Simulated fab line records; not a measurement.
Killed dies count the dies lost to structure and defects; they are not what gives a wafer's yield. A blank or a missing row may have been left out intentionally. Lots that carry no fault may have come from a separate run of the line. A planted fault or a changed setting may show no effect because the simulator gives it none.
fab line records	flow nand_harc
[record] lots = 12	wafers = 36	last_day = 24
route steps=1159 shown A_CHANNEL_HOLE_D1@470 A_CHANNEL_FILL_D1@495 END@1159
lots untouched by any fault: they come from a run of this same line in which no faults occurred
start_h: hours from the record's opening day to when the first of the lot's shown wafers began	wait_h: hours since the lot's step before	" same as the row above	L1.1+2: one row covering several wafers at once	- no value, or no start was given	* or withheld: withheld	< > ~ a bound
route shown NAME@n: a module of which the file shows steps, and the number in the route of the first	usual: mean/standard deviation taken from wafers without a fault	same: alike in all rows	chamber/n: place in a boat	sites: each site's reading	_std_site: standard deviation across them	_edge_site: mean of outer sites minus mean of inner sites	radius_mm: for every site, how far away it sits from the centre of the wafer	mask NAME#n: copy n	behind: the last tool/chamber to shape the wafer	hold: cause of the lot's hold/its duration in hours/its outcome	device: the transistor (n, p or np) that didn't switch	end of line: the same wafers' tests at the end of the route	where a step has no rows: the recipe by itself	killed: dies lost to structure and defects at the first sort, not the wafer's yield	map: per-die view of a wafer (x killed, . not killed, _ where there is no die)
set.NAME: the setting as run; set.NAME@STEP: as run at that earlier step	model.NAME: the simulator's own value behind a step, which no gauge read
the route's steps for a sample of lots (tables are steps, rows are wafers)
services: a tool's chamber out of use, with start hour (start_h, from the record's first day; less than 0 if before it), hours out, and reason
[[steps]]
[step NHARC_A_CHANNEL_HOLE_D1_CD_MEAS_18]
[usual] cd_nm = 98.7/1.8
lot.wafer	tool	chamber	start_h	wait_h	cd_nm
L485.1	cd_sem-01	-	184.83	-	99.3
L485.4	"	-	"	"	99.6
L485.5	"	-	"	"	99.8
L486.1	cd_sem-03	-	191.82	-	96.2
L486.4	"	-	"	"	97.5
L486.6	"	-	"	"	97.6
L488.1	cd_sem-03	-	201.30	-	98.0
L488.3	"	-	"	"	99.2
L488.5	"	-	"	"	99.5
L489.2	cd_sem-01	-	207.83	-	100.1
L489.5	"	-	"	"	99.5
L489.6	"	-	"	"	97.5
L492.1	cd_sem-03	-	222.50	-	102.5
L492.5	"	-	"	"	99.9
L492.6	"	-	"	"	101.1
L493.1	cd_sem-02	-	236.35	-	98.8
L493.2	"	-	"	"	97.7
L493.3	"	-	"	"	98.5
L494.1	cd_sem-02	-	238.08	-	97.8
L494.3	"	-	"	"	99.4
L494.4	"	-	"	"	98.7
L495.4	cd_sem-01	-	252.55	-	98.3
L495.5	"	-	"	"	98.3
L495.6	"	-	"	"	95.6
L496.1	cd_sem-02	-	253.32	-	97.6
L496.2	"	-	"	"	98.8
L496.3	"	-	"	"	97.9
L498.3	cd_sem-01	-	254.51	-	98.9
L498.5	"	-	"	"	100.2
L498.6	"	-	"	"	99.6
L505.1	cd_sem-01	-	310.10	-	97.7
L505.2	"	-	"	"	97.7
L505.4	"	-	"	"	97.4
L506.2	cd_sem-01	-	310.44	-	98.6
L506.3	"	-	"	"	100.3
L506.4	"	-	"	"	99.9
[step NHARC_A_CHANNEL_HOLE_D1_ETCH_25]
[recipe] bias_v = 5000	source_w = withheld	pressure_mtorr = 20	time_s = 1040.2	ar_flow_sccm = 375	c4f8_flow_sccm = 93.8	o2_flow_sccm = 31.2	temp_c = -20	target_depth_a = 15000	chemistry = C4F8/O2/Ar
[usual] drypump_motor_current_A = 5.4/0.48	he_backside_leak_sccm = 5.8/0.61	showerhead_plenum_p_Torr = 3.70/0.14	throttle_valve_pct = 32.236/0.0099
lot.wafer	tool	chamber	start_h	wait_h	drypump_motor_current_A	he_backside_leak_sccm	rf_hours_counter_h	showerhead_plenum_p_Torr	throttle_valve_pct
L485.1	har_etch-02	0	187.96	0.7	4.9	4.7	107	3.81	32.250
L485.4	"	0	"	"	4.9	4.5	-	3.81	32.233
L485.5	"	0	"	"	4.9	4.9	-	3.81	32.250
L486.1	har_etch-02	1	195.34	0.7	5.2	5.7	114	3.86	32.237
L486.4	"	1	"	"	5.1	5.5	-	3.86	32.233
L486.6	"	1	"	"	5.1	5.3	-	3.86	32.214
L488.1	har_etch-02	0	204.43	0.7	4.9	5.0	118	3.81	32.236
L488.3	"	0	"	"	4.9	5.2	-	3.81	32.247
L488.5	"	1	"	"	5.1	5.4	-	3.86	32.241
L489.2	har_etch-02	0	210.82	0.6	4.9	5.3	122	3.80	32.238
L489.6	"	0	"	"	4.9	5.4	-	3.80	32.247
L489.5	"	1	"	"	5.1	5.5	-	3.86	32.241
L492.1	har_etch-01	1	225.49	0.6	5.6	5.9	208	3.56	32.246
L492.5	"	1	"	"	5.5	5.8	-	3.56	32.235
L492.6	"	0	"	"	6.2	6.2	-	3.55	32.234
L493.2	har_etch-01	0	239.32	0.6	6.2	6.9	215	3.55	32.223
L493.1	"	1	"	"	5.6	6.2	215	3.56	32.250
L493.3	"	0	"	"	6.2	6.9	-	3.55	32.213
L494.1	har_etch-02	0	241.21	0.7	4.9	4.9	134	3.80	32.221
L494.3	"	1	"	"	5.2	5.5	-	3.85	32.234
L494.4	"	0	"	"	4.9	5.4	-	3.80	32.237
L495.4	har_etch-01	0	255.93	0.7	6.2	6.3	-	3.54	32.237
L495.5	"	1	"	"	5.5	6.3	-	3.56	32.222
L495.6	"	0	"	"	6.2	6.2	-	3.54	32.224
L496.2	har_etch-02	0	256.30	0.7	4.9	5.1	141	3.79	32.240
L496.1	"	1	"	"	5.2	5.5	141	3.85	32.227
L496.3	"	0	"	"	4.9	4.9	-	3.79	32.244
L498.3	har_etch-01	0	259.98	0.7	6.2	6.7	-	3.54	32.224
L498.5	"	0	"	"	6.2	7.1	-	3.54	32.227
L498.6	"	1	"	"	5.6	5.9	-	3.56	32.237
L505.2	har_etch-02	1	313.08	0.6	5.2	5.7	164	3.84	32.215
L505.1	"	0	"	"	4.9	5.0	164	3.78	32.231
L505.4	"	0	"	"	4.9	5.2	-	3.78	32.233
L506.2	har_etch-02	1	317.22	0.6	5.1	6.0	168	3.83	32.235
L506.4	"	1	"	"	5.2	5.9	-	3.83	32.223
L506.3	"	0	"	"	4.9	5.3	-	3.78	32.225
[step NHARC_A_CHANNEL_HOLE_D1_ETCH_44]
[recipe] target_depth_a = 1400	overetch_a = 140	time_s = 77	ion_energy_ev = 100	cf4_flow_sccm = 80	o2_flow_sccm = 20	ar_flow_sccm = 0	rf_w = 300	bias_w = 100	chemistry = CF4/O2
[usual] bias_w = 100.0/0.3	drypump_motor_current_A = 5.7/0.48	oes_product_au = 1.002/0.0079	rf_vpp_V = 198.0/1.3	showerhead_plenum_p_Torr = 1.34/0.053	throttle_valve_pct = 13.396/0.0083
lot.wafer	tool	chamber	start_h	wait_h	bias_w	drypump_motor_current_A	oes_product_au	rf_hours_counter_h	rf_vpp_V	showerhead_plenum_p_Torr	throttle_valve_pct
L485.4	rie_diel-09	0	189.64	0.0	99.7	6.4	1.008	8	198.6	1.35	13.401
L485.1	"	3	"	"	99.4	5.4	1.013	7	198.9	1.35	13.389
L485.5	"	1	"	"	100.3	6.1	1.008	-	199.6	1.42	13.389
L486.1	rie_diel-09	0	197.22	0.1	100.2	6.4	1.008	9	198.6	1.35	13.391
L486.4	"	1	"	"	99.8	6.1	1.002	-	199.8	1.42	13.411
L486.6	"	2	"	"	100.1	6.0	1.004	-	196.7	1.31	13.396
L488.3	rie_diel-11	2	206.12	0.1	100.8	5.1	0.995	1	196.3	1.24	13.387
L488.1	"	3	"	"	100.6	5.4	0.990	1	197.5	1.39	13.393
L488.5	"	1	"	"	99.5	5.8	0.998	-	198.1	1.30	13.399
L489.2	rie_diel-09	1	212.69	0.1	100.2	6.1	1.002	11	199.6	1.42	13.405
L489.6	"	2	"	"	99.9	6.0	1.009	-	197.8	1.31	13.395
L489.5	"	3	"	"	100.2	5.4	1.003	-	199.3	1.35	13.399
L492.1	rie_diel-11	3	227.32	0.1	99.7	5.4	0.993	2	199.4	1.39	13.397
L492.5	"	2	"	"	99.9	5.1	0.999	-	196.7	1.24	13.413
L492.6	"	3	"	"	99.1	5.4	0.990	-	198.8	1.39	13.399
L493.2	rie_diel-11	0	241.14	0.0	100.4	5.9	0.994	3	199.5	1.39	13.392
L493.1	"	1	"	"	99.5	5.8	0.996	3	197.1	1.30	13.404
L493.3	"	2	"	"	99.8	5.1	1.004	4	195.5	1.24	13.396
L494.1	rie_diel-09	3	242.88	0.0	99.9	5.4	1.014	11	197.6	1.35	13.388
L494.3	"	0	"	"	99.9	6.4	1.006	12	197.8	1.35	13.407
L494.4	"	1	"	"	100.2	6.1	0.996	12	198.9	1.42	13.386
L495.4	rie_diel-11	0	257.34	0.1	100.0	5.9	1.012	5	198.1	1.38	13.397
L495.5	"	2	"	"	100.3	5.1	1.000	-	194.7	1.24	13.392
L495.6	"	3	"	"	100.1	5.4	0.996	-	197.9	1.39	13.385
L496.3	rie_diel-10	1	258.13	0.0	100.3	6.4	1.011	5	198.5	1.37	13.402
L496.1	"	3	"	"	100.3	5.5	1.003	4	196.1	1.26	13.399
L496.2	"	0	"	"	100.0	5.9	1.006	4	197.3	1.27	13.406
L498.3	rie_diel-11	0	261.54	0.1	99.8	5.9	1.010	5	198.4	1.38	13.398
L498.5	"	1	"	"	99.9	5.9	1.014	-	197.2	1.30	13.394
L498.6	"	2	"	"	100.1	5.1	0.998	-	196.9	1.24	13.396
L505.1	rie_diel-09	3	314.91	0.0	100.2	5.4	1.019	4	197.6	1.35	13.385
L505.4	"	1	"	"	100.0	6.1	1.002	4	199.4	1.42	13.398
L505.2	"	2	"	"	99.9	6.0	1.009	3	198.5	1.31	13.388
L506.3	rie_diel-10	3	319.04	0.1	100.1	5.6	0.996	8	197.5	1.26	13.392
L506.2	"	0	"	"	99.6	5.9	1.009	9	195.7	1.27	13.397
L506.4	"	1	"	"	100.2	6.3	0.994	9	199.1	1.37	13.391
[step NHARC_A_CHANNEL_FILL_D1_ALD_15]
[recipe] target_thk_a = 20	pulse_time_s = 60	ald_cycles = 19	temp_c = 630	pressure_torr = 2	material = SiNx
[usual] ald_cycles = 19/0	precursor_pulse_height_rel = 0.998/0.02	susceptor_temp_C = 629.91/0.29
lot.wafer	tool	chamber	start_h	wait_h	ald_cycles	precursor_pulse_height_rel	susceptor_temp_C
L485.1	ald_sin_batch-01	0	200.75	-	19	0.995	-
L485.4	"	0	"	"	19	0.952	-
L485.5	"	0	"	"	19	0.974	-
L486.1	ald_sin_batch-01	0	208.20	-	19	0.994	-
L486.4	"	0	"	"	19	0.987	-
L486.6	"	0	"	"	19	1.001	-
L488.1	ald_sin_batch-03	0	217.54	-	19	1.024	630.29
L488.3	"	0	"	"	19	1.021	630.31
L488.5	"	0	"	"	19	0.987	630.41
L489.2	ald_sin_batch-02	0	223.67	-	19	1.011	630.08
L489.5	"	0	"	"	19	0.963	629.99
L489.6	"	0	"	"	19	1.012	630.05
L492.1	ald_sin_batch-01	0	239.85	-	19	1.015	-
L492.5	"	0	"	"	19	0.989	-
L492.6	"	0	"	"	19	1.018	-
L493.1	ald_sin_batch-03	0	252.46	-	19	0.983	630.10
L493.2	"	0	"	"	19	0.952	630.40
L493.3	"	0	"	"	19	1.008	630.75
L494.1	ald_sin_batch-03	0	252.46	-	19	1.000	629.79
L494.3	"	0	"	"	19	1.004	630.01
L494.4	"	0	"	"	19	1.009	629.53
L495.4	ald_sin_batch-03	0	268.66	-	23	1.021	-
L495.5	"	0	"	"	23	0.998	-
L495.6	"	0	"	"	23	1.006	-
L496.1	ald_sin_batch-03	0	268.66	2.9	23	1.023	-
L496.2	"	0	"	"	23	1.021	-
L496.3	"	0	"	"	23	1.006	-
L498.3	ald_sin_batch-01	0	273.11	3.0	19	1.017	-
L498.5	"	0	"	"	19	1.011	-
L498.6	"	0	"	"	19	1.000	-
L505.1	ald_sin_batch-01	0	330.91	-	19	1.018	-
L505.2	"	0	"	"	19	1.049	-
L505.4	"	0	"	"	19	1.005	-
L506.2	ald_sin_batch-01	0	330.91	-	19	0.994	-
L506.3	"	0	"	"	19	1.014	-
L506.4	"	0	"	"	19	0.992	-
[step NHARC_END_SORT_01]
[recipe] temp_c = 25
[usual] killed_at_array = 26/8.6	killed_at_other = 0.7/0.97	killed_at_periphery = 3.2/2.2	killed_dies = 30/8.9	killed_open = 3.1/1.8	killed_short = 2.2/1.8
[same] gross_dies = 677
lot.wafer	tool	chamber	start_h	wait_h	killed_at_array	killed_at_other	killed_at_periphery	killed_dies	killed_open	killed_short
L485.1	prober-02	0	442.44	2.5	25	2	5	32	5	2
L485.4	prober-02	0	444.85	3.4	24	0	5	29	7	4
L485.5	prober-02	0	445.65	3.7	22	1	4	27	5	4
L488.1	prober-02	0	450.27	2.5	29	0	3	32	1	3
L488.3	prober-02	0	451.86	3.1	23	1	5	29	3	6
L488.5	prober-02	0	453.46	3.7	34	0	1	35	4	4
L489.2	prober-01	0	459.12	2.8	11	0	2	13	1	4
L489.5	prober-01	0	461.53	3.7	8	1	3	12	0	4
L489.6	prober-01	0	462.33	4.0	18	1	3	22	4	2
L486.1	prober-02	0	472.28	2.5	25	0	1	26	2	1
L486.4	prober-02	0	474.66	3.4	23	0	8	31	7	2
L486.6	prober-02	0	476.25	4.0	31	0	6	37	2	5
L492.1	prober-01	0	489.85	2.5	26	0	2	28	4	5
L492.5	prober-01	0	493.07	3.7	27	1	5	33	5	4
L492.6	prober-01	0	493.87	4.0	24	1	3	28	4	3
L494.1	prober-02	0	497.62	2.5	19	1	3	23	5	2
L494.3	prober-02	0	499.22	3.1	20	0	1	21	2	1
L494.4	prober-02	0	500.02	3.4	12	0	4	16	1	1
L493.1	prober-01	0	501.53	2.5	19	3	4	26	2	3
L493.2	prober-01	0	502.35	2.8	31	6	4	41	3	0
L493.3	prober-01	0	503.17	3.1	27	1	4	32	2	1
L496.1	prober-01	0	512.19	2.5	31	2	2	35	5	1
L496.2	prober-01	0	513.00	2.8	33	1	3	37	1	2
L496.3	prober-01	0	513.81	3.1	28	1	7	36	3	4
L498.3	prober-02	0	513.76	3.1	59	0	0	59	8	0
L498.5	prober-02	0	515.34	3.7	42	1	0	43	2	1
L498.6	prober-02	0	516.13	4.0	45	0	2	47	5	3
L495.4	prober-02	0	522.30	3.4	22	0	2	24	4	0
L495.5	prober-02	0	523.12	3.7	22	1	3	26	3	0
L495.6	prober-02	0	523.93	4.1	26	1	5	32	1	1
L505.1	prober-01	0	567.68	2.5	16	0	6	22	5	0
L505.2	prober-01	0	568.48	2.8	23	1	1	25	2	1
L505.4	prober-01	0	570.08	3.4	18	0	2	20	3	5
L506.2	prober-02	0	572.43	2.8	17	0	1	18	5	0
L506.3	prober-02	0	573.24	3.1	20	0	5	25	4	1
L506.4	prober-02	0	574.04	3.4	19	0	1	20	2	3
// killed by level:class
L485.1 A_SLIT:chamber_film_flake=7 A_CHANNEL_FILL_D1:chamber_film_flake=4 A_CHANNEL_HOLE_D1:chamber_film_flake=3 A_CONTACT:chamber_film_flake=3 A_CHANNEL_FILL_D1:geometric_particle:open=2 P_ZERO_WELL:chamber_film_flake=2 A_BONDPAD:chamber_film_flake=2 THIN_TSV:chamber_film_flake=2
L485.4 A_SLIT:chamber_film_flake=5 A_STAIRCASE:chamber_film_flake=4 P_M0:geometric_particle:open=2 A_WL_FILL:geometric_particle:short=2 A_CONTACT:geometric_particle:open=2 P_GATE:chamber_film_flake=2 A_ZERO_WELL:chamber_film_flake=2 A_CHANNEL_HOLE_D1:chamber_film_flake=2
L485.5 A_SLIT:chamber_film_flake=8 A_STAIRCASE:chamber_film_flake=3 P_ZERO_WELL:chamber_film_flake=2 A_CHANNEL_FILL_D1:chamber_film_flake=2 P_GATE:geometric_particle:open=1 P_CONTACT:geometric_particle:open=1 A_ONON_D1:geometric_particle:short=1 A_CHANNEL_HOLE_D1:geometric_particle:short=1
L488.1 A_SLIT:chamber_film_flake=10 A_STAIRCASE:chamber_film_flake=6 A_CHANNEL_HOLE_D1:chamber_film_flake=4 A_WL_FILL:chamber_film_flake=4 A_CONTACT:chamber_film_flake=2 P_GATE:geometric_particle:short=1 P_CONTACT:geometric_particle:short=1 A_CHANNEL_HOLE_D1:geometric_particle:short=1
L488.3 A_SLIT:chamber_film_flake=7 A_CHANNEL_HOLE_D1:chamber_film_flake=4 A_STAIRCASE:chamber_film_flake=3 A_CHANNEL_HOLE_D1:geometric_particle:short=2 P_CONTACT:chamber_film_flake=2 P_CONTACT:geometric_particle:short=1 P_CONTACT:geometric_particle:open=1 P_BONDPAD:geometric_particle:short=1
L488.5 A_SLIT:chamber_film_flake=11 A_CHANNEL_HOLE_D1:chamber_film_flake=4 A_STAIRCASE:chamber_film_flake=4 A_CONTACT:chamber_film_flake=3 A_WL_FILL:chamber_film_flake=2 P_M0:geometric_particle:short=1 A_ONON_D1:geometric_particle:short=1 A_CHANNEL_HOLE_D1:geometric_particle:short=1
L489.2 A_STAIRCASE:chamber_film_flake=3 A_ONON_D1:geometric_particle:short=2 P_GATE:geometric_particle:short=1 A_WL_FILL:geometric_particle:short=1 A_CONTACT:geometric_particle:open=1 P_STI:chamber_film_flake=1 A_CHANNEL_HOLE_D1:chamber_film_flake=1 A_WL_FILL:chamber_film_flake=1
L489.5 A_CHANNEL_HOLE_D1:chamber_film_flake=3 A_ONON_D1:geometric_particle:short=2 P_ZERO_WELL:chamber_film_flake=2 A_STAIRCASE:chamber_film_flake=2 P_CONTACT:geometric_particle:short=1 A_WL_FILL:geometric_particle:short=1 THIN_TSV:chamber_film_flake=1
L489.6 A_CHANNEL_HOLE_D1:chamber_film_flake=5 P_ZERO_WELL:chamber_film_flake=3 A_STAIRCASE:chamber_film_flake=3 A_ONON_D1:geometric_particle:short=2 A_CONTACT:chamber_film_flake=2 A_ONON_D1:geometric_particle:open=1 A_STAIRCASE:geometric_particle:open=1 A_WL_FILL:geometric_particle:open=1
L486.1 A_SLIT:chamber_film_flake=11 A_CHANNEL_HOLE_D1:chamber_film_flake=5 A_STAIRCASE:chamber_film_flake=3 A_SOURCE_PLATE:geometric_particle:short=1 A_ONON_D1:geometric_particle:open=1 A_BLC:geometric_particle:open=1 P_ZERO_WELL:chamber_film_flake=1 A_ZERO_WELL:chamber_film_flake=1
L486.4 A_SLIT:chamber_film_flake=10 P_ZERO_WELL:chamber_film_flake=4 A_CHANNEL_HOLE_D1:chamber_film_flake=4 P_M0:geometric_particle:open=3 A_STAIRCASE:chamber_film_flake=3 P_GATE:geometric_particle:open=1 A_SOURCE_PLATE:geometric_particle:open=1 A_ONON_D1:geometric_particle:open=1
L486.6 A_SLIT:chamber_film_flake=11 A_STAIRCASE:chamber_film_flake=6 P_ZERO_WELL:chamber_film_flake=4 A_CHANNEL_HOLE_D1:chamber_film_flake=3 A_WL_FILL:chamber_film_flake=3 A_CHANNEL_HOLE_D1:geometric_particle:short=2 A_CHANNEL_FILL_D1:chamber_film_flake=2 P_GATE:geometric_particle:short=1
L492.1 A_CHANNEL_HOLE_D1:chamber_film_flake=11 A_STAIRCASE:chamber_film_flake=3 A_WL_FILL:geometric_particle:short=2 A_CONTACT:geometric_particle:open=2 P_GATE:chamber_film_flake=2 A_CONTACT:chamber_film_flake=2 A_CHANNEL_HOLE_D1:geometric_particle:short=1 A_CHANNEL_HOLE_D1:geometric_particle:open=1
L492.5 A_CHANNEL_HOLE_D1:chamber_film_flake=16 A_STAIRCASE:chamber_film_flake=3 P_CONTACT:geometric_particle:open=2 A_ONON_D1:geometric_particle:short=2 P_GATE:chamber_film_flake=2 A_CONTACT:chamber_film_flake=2 P_M0:geometric_particle:short=1 A_CHANNEL_FILL_D1:geometric_particle:short=1
L492.6 A_CHANNEL_HOLE_D1:chamber_film_flake=16 A_CONTACT:geometric_particle:open=2 A_ZERO_WELL:chamber_film_flake=2 P_CONTACT:geometric_particle:open=1 P_CONTACT:geometric_particle:short=1 A_CHANNEL_FILL_D1:geometric_particle:short=1 A_CHANNEL_FILL_D1:geometric_particle:open=1 A_SGD_CUT:geometric_particle:short=1
L494.1 A_CHANNEL_HOLE_D1:chamber_film_flake=3 A_STAIRCASE:chamber_film_flake=3 A_WL_FILL:chamber_film_flake=3 A_ONON_D1:geometric_particle:open=2 A_CHANNEL_FILL_D1:geometric_particle:open=2 P_M0:chamber_film_flake=2 A_SLIT:chamber_film_flake=2 A_CONTACT:chamber_film_flake=2
L494.3 A_STAIRCASE:chamber_film_flake=7 A_CHANNEL_HOLE_D1:chamber_film_flake=4 A_SLIT:chamber_film_flake=2 A_WL_FILL:chamber_film_flake=2 A_CONTACT:chamber_film_flake=2 P_GATE:geometric_particle:open=1 A_WL_FILL:geometric_particle:open=1 A_M0:geometric_particle:short=1
L494.4 A_CHANNEL_HOLE_D1:chamber_film_flake=4 A_CONTACT:chamber_film_flake=3 P_GATE:chamber_film_flake=2 A_STAIRCASE:chamber_film_flake=2 A_WL_FILL:chamber_film_flake=2 P_M0:geometric_particle:short=1 A_ONON_D1:geometric_particle:open=1 P_M0:chamber_film_flake=1
L493.1 A_CHANNEL_HOLE_D1:chamber_film_flake=11 A_STAIRCASE:chamber_film_flake=4 THIN_TSV:chamber_film_flake=3 A_CONTACT:geometric_particle:short=2 P_M0:chamber_film_flake=2 P_M0:geometric_particle:open=1 P_M2:geometric_particle:short=1 A_CHANNEL_HOLE_D1:geometric_particle:open=1
L493.2 A_CHANNEL_HOLE_D1:chamber_film_flake=17 A_STAIRCASE:chamber_film_flake=7 THIN_TSV:chamber_film_flake=6 A_CONTACT:chamber_film_flake=4 A_CONTACT:geometric_particle:open=2 P_GATE:chamber_film_flake=2 P_M0:chamber_film_flake=2 A_CHANNEL_FILL_D1:geometric_particle:open=1
L493.3 A_CHANNEL_HOLE_D1:chamber_film_flake=19 A_STAIRCASE:chamber_film_flake=4 A_CONTACT:chamber_film_flake=2 P_M0:geometric_particle:open=1 A_WL_FILL:geometric_particle:short=1 A_BLC:geometric_particle:open=1 P_GATE:chamber_film_flake=1 P_M0:chamber_film_flake=1
L496.1 A_SLIT:chamber_film_flake=13 A_CONTACT:chamber_film_flake=6 A_STAIRCASE:chamber_film_flake=4 P_ZERO_WELL:chamber_film_flake=2 A_CHANNEL_HOLE_D1:chamber_film_flake=2 A_SGD_CUT:geometric_particle:open=1 A_WL_FILL:geometric_particle:open=1 A_WL_FILL:geometric_particle:short=1
L496.2 A_SLIT:chamber_film_flake=21 A_STAIRCASE:chamber_film_flake=6 A_CHANNEL_HOLE_D1:chamber_film_flake=2 A_CONTACT:chamber_film_flake=2 P_M0:geometric_particle:short=1 P_M0:geometric_particle:open=1 A_CHANNEL_HOLE_D1:geometric_particle:short=1 P_ZERO_WELL:chamber_film_flake=1
L498.3 A_CHANNEL_HOLE_D1:chamber_film_flake=24 A_SLIT:chamber_film_flake=19 A_STAIRCASE:chamber_film_flake=6 A_ONON_D1:geometric_particle:open=3 A_BLC:geometric_particle:open=3 A_WL_FILL:geometric_particle:open=1 A_CONTACT:geometric_particle:open=1 A_WL_FILL:chamber_film_flake=1
L496.3 A_SLIT:chamber_film_flake=12 A_STAIRCASE:chamber_film_flake=6 A_CHANNEL_HOLE_D1:chamber_film_flake=4 P_ZERO_WELL:chamber_film_flake=3 A_CHANNEL_FILL_D1:geometric_particle:short=2 P_STI:geometric_particle:short=1 P_STI:geometric_particle:open=1 P_M2:geometric_particle:open=1
L498.5 A_CHANNEL_HOLE_D1:chamber_film_flake=17 A_SLIT:chamber_film_flake=12 A_STAIRCASE:chamber_film_flake=4 A_CONTACT:chamber_film_flake=4 A_WL_FILL:chamber_film_flake=3 A_CONTACT:geometric_particle:short=1 A_CONTACT:geometric_particle:open=1 STARTING-WAFER:geometric_particle:open=1
L498.6 A_CHANNEL_HOLE_D1:chamber_film_flake=19 A_SLIT:chamber_film_flake=16 A_STAIRCASE:chamber_film_flake=2 P_M1:geometric_particle:open=1 P_M2:geometric_particle:open=1 A_SOURCE_PLATE:geometric_particle:open=1 A_CHANNEL_FILL_D1:geometric_particle:short=1 A_SGD_CUT:geometric_particle:short=1
L495.4 A_CHANNEL_HOLE_D1:chamber_film_flake=15 A_STAIRCASE:chamber_film_flake=3 A_CHANNEL_HOLE_D1:geometric_particle:open=2 P_STI:geometric_particle:open=1 A_CONTACT:geometric_particle:open=1 P_GATE:chamber_film_flake=1 A_WL_FILL:chamber_film_flake=1
L495.5 A_CHANNEL_HOLE_D1:chamber_film_flake=14 A_CONTACT:chamber_film_flake=4 A_STAIRCASE:chamber_film_flake=3 P_GATE:geometric_particle:open=1 P_CONTACT:geometric_particle:open=1 A_CHANNEL_HOLE_D1:geometric_particle:open=1 P_ZERO_WELL:chamber_film_flake=1 THIN_TSV:chamber_film_flake=1
L495.6 A_CHANNEL_HOLE_D1:chamber_film_flake=15 A_STAIRCASE:chamber_film_flake=4 A_CONTACT:chamber_film_flake=4 P_M1:chamber_film_flake=3 A_SGD_CUT:geometric_particle:short=1 A_CONTACT:geometric_particle:open=1 P_STI:chamber_film_flake=1 P_GATE:chamber_film_flake=1
L505.1 A_CONTACT:chamber_film_flake=6 P_M0:chamber_film_flake=4 A_CHANNEL_HOLE_D1:chamber_film_flake=4 A_ONON_D1:geometric_particle:open=2 P_GATE:geometric_particle:open=1 P_M1:geometric_particle:open=1 A_BLC:geometric_particle:open=1 A_STAIRCASE:chamber_film_flake=1
L505.2 A_CHANNEL_HOLE_D1:chamber_film_flake=8 A_M0:chamber_film_flake=4 A_CONTACT:chamber_film_flake=3 A_ZERO_WELL:chamber_film_flake=2 A_CHANNEL_FILL_D1:geometric_particle:short=1 A_BLC:geometric_particle:open=1 A_M0:geometric_particle:open=1 P_M0:chamber_film_flake=1
L505.4 A_CHANNEL_FILL_D1:geometric_particle:short=2 A_WL_FILL:chamber_film_flake=2 A_CHANNEL_HOLE_D1:chamber_film_flake=2 A_STAIRCASE:chamber_film_flake=2 A_M0:chamber_film_flake=2 P_M0:geometric_particle:open=1 A_ONON_D1:geometric_particle:short=1 A_ONON_D1:geometric_particle:open=1
L506.2 A_CHANNEL_HOLE_D1:chamber_film_flake=4 A_WL_FILL:chamber_film_flake=4 A_CONTACT:geometric_particle:open=2 A_SGD_CUT:chamber_film_flake=2 A_CHANNEL_FILL_D1:geometric_particle:open=1 A_SGD_CUT:geometric_particle:open=1 P_GATE:chamber_film_flake=1 A_M1:geometric_particle:open=1
L506.3 A_CHANNEL_HOLE_D1:chamber_film_flake=11 A_CHANNEL_FILL_D1:geometric_particle:open=2 P_GATE:chamber_film_flake=2 P_M0:chamber_film_flake=2 A_WL_FILL:chamber_film_flake=2 P_CONTACT:geometric_particle:open=1 A_WL_FILL:geometric_particle:short=1 A_CONTACT:geometric_particle:open=1
L506.4 A_CHANNEL_HOLE_D1:chamber_film_flake=7 A_WL_FILL:chamber_film_flake=4 A_STAIRCASE:chamber_film_flake=2 A_CHANNEL_FILL_D1:geometric_particle:short=1 A_CONTACT:geometric_particle:short=1 A_CONTACT:geometric_particle:open=1 A_BLC:geometric_particle:open=1 A_BLC:geometric_particle:short=1
[[services]]
tool	chamber	start_h	hours	kind
rie_diel-11	0	168.54	-	clean
rie_diel-11	1	168.54	-	clean
rie_diel-11	2	168.54	-	clean
rie_diel-11	3	168.54	-	clean
rie_diel-10	0	171.71	20.7	repair
rie_diel-10	-	176.50	9.0	pm
rie_diel-09	0	184.54	-	clean
rie_diel-09	1	184.54	-	clean
rie_diel-09	2	184.54	-	clean
rie_diel-09	3	184.54	-	clean
rie_diel-11	-	189.50	9.0	pm
rie_diel-11	0	189.50	9.0	vent_cycle
rie_diel-11	1	189.50	9.0	vent_cycle
rie_diel-11	2	189.50	9.0	vent_cycle
rie_diel-11	3	189.50	9.0	vent_cycle
rie_diel-09	3	192.06	8.1	repair
rie_diel-11	0	198.50	-	clean
rie_diel-11	1	198.50	-	clean
rie_diel-09	-	254.28	9.0	pm
rie_diel-10	3	284.25	9.0	repair
har_etch-01	-	305.00	17.0	pm
ald_sin_batch-03	-	314.00	26.0	pm
rie_diel-10	3	326.37	5.8	repair
rie_diel-09	2	328.17	17.4	repair
[[key]]
[first_sign] step = NHARC_A_CHANNEL_FILL_D1_ALD_15	reading = ald_cycles	direction = up	sigmas = 99+	usual = 19	struck = 23
effect none on later readings
met_at NHARC_A_CHANNEL_FILL_D1_ALD_15
struck_lots L495,L496
tester_left_out L495,L496
not_acting_at NHARC_A_CHANNEL_HOLE_D1_CD_MEAS_18,NHARC_A_CHANNEL_HOLE_D1_ETCH_25,NHARC_A_CHANNEL_HOLE_D1_ETCH_44
onset_between 252.46 268.66
[fault] kind = process_parameter_drift	tool = ald_sin_batch-03	chamber = -	onset_h = 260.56	steps = NHARC_A_CHANNEL_FILL_D1_ALD_15	channel = ald_cycles	offset = 4	shape = step	end_h = 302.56	acts_in = these_recipes_only	stated = 19
// tester_left_out: of these lots the tester's yield and bins aren't shown, on N5 and GAA mostly nor the transistor test; their killed dies are dies lost to structure and defects alone, not to doping, threshold or leakage, so they don't give the yield
